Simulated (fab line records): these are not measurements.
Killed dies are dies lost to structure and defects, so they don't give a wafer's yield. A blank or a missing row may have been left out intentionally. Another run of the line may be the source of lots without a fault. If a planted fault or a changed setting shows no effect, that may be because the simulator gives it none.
Matching of chambers :: flow n5_finfet :: N5_BEOL_M0_SAQP_ETCH_83 on rie_diel-01 has 4 sister chambers
The step etches SiARC in CF4, target depth 39 nm, time 65 s. 16 wafers are shown with their chamber, then 8 later ones without.

== EACH WAFER AND ITS CHAMBER ==
wafer: L075.2
chamber: 1
drypump_motor_current_A (A): 5.5
throttle_valve_pct (%): 16.14
showerhead_plenum_p_Torr (Torr): 2.13

wafer: L075.4
chamber: 0
drypump_motor_current_A (A): 5.9
throttle_valve_pct (%): 15.99
showerhead_plenum_p_Torr (Torr): 2.14

wafer: L075.6
chamber: 3
drypump_motor_current_A (A): 6.3
throttle_valve_pct (%): 15.68
showerhead_plenum_p_Torr (Torr): 2.13

wafer: L081.3
chamber: 2
drypump_motor_current_A (A): 5.4
throttle_valve_pct (%): 15.56
showerhead_plenum_p_Torr (Torr): 2.16

wafer: L081.5
chamber: 2
drypump_motor_current_A (A): 5.4
throttle_valve_pct (%): 15.55
showerhead_plenum_p_Torr (Torr): 2.16

wafer: L081.6
chamber: 1
drypump_motor_current_A (A): 5.5
throttle_valve_pct (%): 16.15
showerhead_plenum_p_Torr (Torr): 2.12

wafer: L083.1
chamber: 0
drypump_motor_current_A (A): 5.9
throttle_valve_pct (%): 15.99
showerhead_plenum_p_Torr (Torr): 2.14

wafer: L083.4
chamber: 1
drypump_motor_current_A (A): 5.5
throttle_valve_pct (%): 16.17
showerhead_plenum_p_Torr (Torr): 2.12

wafer: L083.6
chamber: 1
drypump_motor_current_A (A): 5.5
throttle_valve_pct (%): 16.15
showerhead_plenum_p_Torr (Torr): 2.12

wafer: L085.2
chamber: 1
drypump_motor_current_A (A): 5.5
throttle_valve_pct (%): 16.17
showerhead_plenum_p_Torr (Torr): 2.12

wafer: L085.4
chamber: 3
drypump_motor_current_A (A): 6.3
throttle_valve_pct (%): 15.71
showerhead_plenum_p_Torr (Torr): 2.12

wafer: L085.5
chamber: 1
drypump_motor_current_A (A): 5.5
throttle_valve_pct (%): 16.16
showerhead_plenum_p_Torr (Torr): 2.12

wafer: L086.1
chamber: 1
drypump_motor_current_A (A): 5.6
throttle_valve_pct (%): 16.17
showerhead_plenum_p_Torr (Torr): 2.12

wafer: L086.2
chamber: 0
drypump_motor_current_A (A): 5.9
throttle_valve_pct (%): 16.03
showerhead_plenum_p_Torr (Torr): 2.13

wafer: L086.3
chamber: 2
drypump_motor_current_A (A): 5.4
throttle_valve_pct (%): 15.57
showerhead_plenum_p_Torr (Torr): 2.16

wafer: L094.2
chamber: 2
drypump_motor_current_A (A): 5.4
throttle_valve_pct (%): 15.61
showerhead_plenum_p_Torr (Torr): 2.16

SIGNATURES (means of the wafers above)
reading: drypump_motor_current_A
chamber 0: 5.900
chamber 1: 5.514
chamber 2: 5.400
chamber 3: 6.300
scatter within a chamber: 0.0267

reading: throttle_valve_pct
chamber 0: 16.0033
chamber 1: 16.1586
chamber 2: 15.5725
chamber 3: 15.6950
scatter within a chamber: 0.0193

reading: showerhead_plenum_p_Torr
chamber 0: 2.1367
chamber 1: 2.1214
chamber 2: 2.1600
chamber 3: 2.1250
scatter within a chamber: 0.00411
Rule: distance of a wafer from a chamber = root of the sum over the readings of ((wafer's reading minus chamber's mean) / reading's scatter) squared. The wafer belongs to the nearest chamber; if the next one is less than 2 further off, it can't be placed. How the scatter is found: for the shown wafers, subtract from each reading the mean of its chamber, square and add these, divide the total by (wafers less chambers), then take the root.

== WAFERS WHOSE CHAMBER IS MISSING ==
wafer: L094.5
drypump_motor_current_A (A): 5.5
throttle_valve_pct (%): 16.20
showerhead_plenum_p_Torr (Torr): 2.12

wafer: L094.6
drypump_motor_current_A (A): 5.9
throttle_valve_pct (%): 16.04
showerhead_plenum_p_Torr (Torr): 2.13

wafer: L095.1
drypump_motor_current_A (A): 5.4
throttle_valve_pct (%): 15.60
showerhead_plenum_p_Torr (Torr): 2.15

wafer: L095.2
drypump_motor_current_A (A): 5.9
throttle_valve_pct (%): 16.06
showerhead_plenum_p_Torr (Torr): 2.13

wafer: L095.3
drypump_motor_current_A (A): 6.3
throttle_valve_pct (%): 15.74
showerhead_plenum_p_Torr (Torr): 2.11

wafer: L096.1
drypump_motor_current_A (A): 5.6
throttle_valve_pct (%): 16.20
showerhead_plenum_p_Torr (Torr): 2.11

wafer: L096.2
drypump_motor_current_A (A): 5.4
throttle_valve_pct (%): 15.60
showerhead_plenum_p_Torr (Torr): 2.15

wafer: L096.6
drypump_motor_current_A (A): 5.9
throttle_valve_pct (%): 16.05
showerhead_plenum_p_Torr (Torr): 2.13

== CHAMBER TAKEN BY EACH ==
wafer: L094.5
from the rows above: 1
in truth: 1

wafer: L094.6
from the rows above: 0
in truth: 0

wafer: L095.1
from the rows above: 2
in truth: 2

wafer: L095.2
from the rows above: 0
in truth: 0

wafer: L095.3
from the rows above: 3
in truth: 3

wafer: L096.1
from the rows above: 1
in truth: 1

wafer: L096.2
from the rows above: 2
in truth: 2

wafer: L096.6
from the rows above: 0
in truth: 0
Correct placement for 8 of the 8. Left unplaced by these rows: 0. 0 placed wrongly.
